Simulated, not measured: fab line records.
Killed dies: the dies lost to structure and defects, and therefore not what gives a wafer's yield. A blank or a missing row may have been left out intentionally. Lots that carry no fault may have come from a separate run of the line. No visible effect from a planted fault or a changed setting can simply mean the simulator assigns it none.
Matching of chambers    flow n5_finfet    cmp-01 running N5_ILD0_CMP_07: 4 sister chambers
The step polishes SiO2 flowable, stops on poly-Si, t overpolish 1.18 s, target thk 138.88 nm. 4 wafers are shown with their chamber, then 12 later ones without.

## WAFERS PAIRED WITH THEIR CHAMBERS
wafer   chamber  motor_current_A (A)
L086.5  0        11.8
L087.5  2        13.5
L090.3  1        12.7
L090.5  3        11.8

## WAFERS WITH NO CHAMBER GIVEN
wafer   motor_current_A (A)
L092.1  13.8
L092.2  11.9
L092.6  13.0
L094.1  11.4
L094.2  11.5
L094.5  11.6
L095.2  11.8
L095.5  12.8
L095.6  11.5
L097.2  14.4
L097.3  13.1
L097.6  14.0

## THE CHAMBER EACH PASSED THROUGH
wafer   from the rows above           in truth
L092.1  2                             2
L092.2  can't be placed: 0 or 3 or 1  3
L092.6  can't be placed: 1 or 2       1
L094.1  can't be placed: 0 or 3       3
L094.2  can't be placed: 0 or 3       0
L094.5  can't be placed: 0 or 3       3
L095.2  can't be placed: 0 or 3       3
L095.5  can't be placed: 1 or 2       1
L095.6  can't be placed: 0 or 3       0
L097.2  2                             2
L097.3  can't be placed: 1 or 2       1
L097.6  2                             2
3 of 12 placed correctly. These rows do not allow placing 9 (true chamber among the candidates in 9). Wrongly placed: 0.
How it was worked out, from the rows above alone: a wafer's distance from a chamber is the root of the sum, over the readings, of the square of ((its reading less the chamber's mean) divided by the reading's scatter). The wafer belongs to the nearest chamber; if the next one is less than 2 further off, it can't be placed. For every chamber, the mean is computed from those of its wafers that are shown. The scatter: with one shown wafer a chamber, the root of the mean of the squares of how far each hidden wafer lies from its nearest shown one.
